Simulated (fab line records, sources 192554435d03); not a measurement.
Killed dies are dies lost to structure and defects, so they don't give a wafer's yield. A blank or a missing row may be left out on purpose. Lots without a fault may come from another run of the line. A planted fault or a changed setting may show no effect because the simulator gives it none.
Chamber matching | flow n5_finfet | N5_MOL_CONTACT_COAG_ETCH_67 on rie_diel-05: 4 sister chambers
The step etches SOC in N2/H2, target depth 60 nm, overetch 21 nm, time 101.2 s. 16 wafers are shown with their chamber, then 8 later ones without.

WAFERS WITH THEIR CHAMBER
wafer  | chamber | drypump_motor_current_A (A) | showerhead_plenum_p_Torr (Torr) | throttle_valve_pct (%)
L077.1 | 1       | 6.5                         | 2.47                            | 17.98
L077.2 | 0       | 5.9                         | 2.51                            | 17.84
L077.5 | 0       | 5.9                         | 2.51                            | 17.83
L078.1 | 1       | 6.4                         | 2.46                            | 17.99
L078.2 | 3       | 4.9                         | 2.43                            | 17.84
L078.6 | 1       | 6.4                         | 2.46                            | 18.00
L085.1 | 2       | 5.2                         | 2.57                            | 17.27
L085.3 | 1       | 6.4                         | 2.46                            | 18.01
L085.6 | 0       | 5.9                         | 2.51                            | 17.44
L089.2 | 1       | 6.4                         | 2.45                            | 18.03
L089.5 | 3       | 4.8                         | 2.42                            | 17.90
L089.6 | 0       | 5.9                         | 2.51                            | 17.45
L090.2 | 0       | 5.9                         | 2.51                            | 17.46
L090.5 | 2       | 5.2                         | 2.56                            | 17.31
L090.6 | 1       | 6.4                         | 2.45                            | 18.05
L091.4 | 2       | 5.2                         | 2.56                            | 17.30

SIGNATURES (means of the wafers above)
reading                  | chamber 0 | chamber 1 | chamber 2 | chamber 3 | scatter within a chamber
drypump_motor_current_A  | 5.900     | 6.417     | 5.200     | 4.850     | 0.0333
showerhead_plenum_p_Torr | 2.5100    | 2.4583    | 2.5633    | 2.4250    | 0.00577
throttle_valve_pct       | 17.6040   | 18.0100   | 17.2933   | 17.8700   | 0.124
Rule: a wafer's distance from a chamber is the root of the sum, over the readings, of the square of ((its reading less the chamber's mean) divided by the reading's scatter). The wafer belongs to the nearest chamber; if the next one is less than 2 further off, it can't be placed. The scatter: the root of (the sum of the squares of (reading less its chamber's mean) over the shown wafers, divided by (wafers less chambers)).

WAFERS WITHOUT THEIR CHAMBER
wafer  | drypump_motor_current_A (A) | showerhead_plenum_p_Torr (Torr) | throttle_valve_pct (%)
L091.5 | 5.2                         | 2.56                            | 17.31
L091.6 | 4.8                         | 2.42                            | 17.89
L092.2 | 5.2                         | 2.56                            | 17.32
L092.3 | 5.9                         | 2.51                            | 17.47
L092.5 | 6.4                         | 2.45                            | 18.05
L097.1 | 6.4                         | 2.45                            | 18.05
L097.2 | 4.9                         | 2.42                            | 17.92
L097.6 | 6.4                         | 2.45                            | 18.07

WHICH CHAMBER EACH WENT THROUGH
wafer  | from the rows above | in truth
L091.5 | 2                   | 2
L091.6 | 3                   | 3
L092.2 | 2                   | 2
L092.3 | 0                   | 0
L092.5 | 1                   | 1
L097.1 | 1                   | 1
L097.2 | 3                   | 3
L097.6 | 1                   | 1
Placed correctly: 8 of 8. Can't be placed from these rows: 0. Placed wrongly: 0.
